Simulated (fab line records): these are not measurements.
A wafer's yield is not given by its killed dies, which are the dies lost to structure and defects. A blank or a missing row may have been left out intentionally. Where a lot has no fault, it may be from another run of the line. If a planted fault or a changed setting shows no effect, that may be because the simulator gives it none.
8D (eight disciplines) problem report, filled in by code ; flow n5-finfet ; the parts of the form that need people (team, actions taken, sign-off) are left out

1. THE PROBLEM
M14_ILD_THK at N5_BEOL_M14_THK_MEAS_01 reads a mean of 1013 nm on 1 wafer of 1 lot; wafers without a fault read 1125 nm with a standard deviation of 15. Relative to the usual mean, that is a shift of -7.5 standard deviations.
Seen first at day 16 07:51 on film-metro-01, wafer L282.2. At this step, 30 wafers from 10 lots have a number in the record. Rule for "out", or "out of limits": more than 4 standard deviations from the usual mean. Any other wafer with a number is counted as sound.

2. WHAT IT IS; WHAT IT IS NOT
question;is;is not
which readings at this step;M14_ILD_THK;-
which lots;L282;L268, L270, L271, L273, L285, L286, L287, L288, L290
which wafers of those lots;L282.2;L282.5, L282.6
read on which gauges;film-metro-01;film-metro-02
when;from day 16 07:51;"up to then (17 sound wafers); but 12 sound wafers of L286, L287, L288, L290 came after"

3. THE SUSPECTS, EACH WITH WHAT RULES IT OUT
Counting: a tool at a process step up to the reading stays a suspect if it ran every lot that is out. Sound lots after the first of them don't rule it out here, since some wafers of a struck lot are sound.
- the gauge at N5_BEOL_M14_THK_MEAS_01 has been ruled out. All the wafers that are out were read on film-metro-01, but those of them that N5_BEOL_M14_ILD_DEP_00 has rows for are out there too, on other tools.
- rie-diel-04 at N5_BEOL_M13_ETCH_38 (etches SiCN in CF4/N2, target depth 67.5 nm, time 71.9 s): kept. It processed L282, the lot that is out, at day 16 05:52, and its most recent sound lot before then was L273 at day 12 15:36.
- pvd-sputter-02 at N5_BEOL_M13_DEGAS_41 (time 60 s): kept. It processed L282, the lot that is out, at day 16 06:22, and its most recent sound lot before then was L285 at day 16 04:56.
- pecvd-02 at N5_BEOL_M14_ILD_DEP_00 (deposits SiO2 from TEOS/O2, target thk 1119.3 nm, time 237.4 s): kept. It processed L282, the lot that is out, at day 16 07:40, and its most recent sound lot before then was L273 at day 12 17:14. On those wafers its own readings are out: run-length-s.
The count leaves rie-diel-04 at N5_BEOL_M13_ETCH_38, pvd-sputter-02 at N5_BEOL_M13_DEGAS_41, and pecvd-02 at N5_BEOL_M14_ILD_DEP_00.

4. THE CAUSE (what the simulator had put in)
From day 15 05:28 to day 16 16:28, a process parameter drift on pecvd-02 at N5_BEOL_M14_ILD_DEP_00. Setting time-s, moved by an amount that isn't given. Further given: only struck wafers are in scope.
Of the 3 suspects that counting leaves, this tool is one.

5. THE EFFECT CHAIN, in route order
Each row: a reading where the mean over the struck wafers with a number is more than 3 standard deviations away from the usual. Readings are gone through only where the record gives a usual standard deviation; hours: the median, over the lots, of the time from a lot's start at the first step in this table giving one to that lot's start at this step; sigmas: the change measured in usual standard deviations.
hours;step;reading;usual;on struck wafers;change;sigmas
0;N5_BEOL_M14_ILD_DEP_00;run-length-s;280.3 s;257.8;-22.5;-40
0;N5_BEOL_M14_THK_MEAS_01;M14_ILD_THK;1125 nm;1013;-112;-7.5
The process steps in it:
- N5_BEOL_M14_ILD_DEP_00: deposits SiO2 from TEOS/O2, target thk 1119.3 nm, time 237.4 s.

6. HOW IT WOULD HAVE BEEN CAUGHT EARLIER
26 hours passed between the start of the fault at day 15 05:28 and the first reading out of limits at a measuring or inspecting step in this record, taken at day 16 07:51.
At N5_BEOL_M14_ILD_DEP_00, the tool's own readings (run-length-s) were out on each struck wafer the step has a row for, so an alarm limit on them would have fired on the first such wafer.
The start of N5_BEOL_M14_ILD_DEP_00 on pecvd-02 came by day 16 07:51 for every one of the lots that are out (1). Had the tool been put on hold then, not one of them would have been saved.
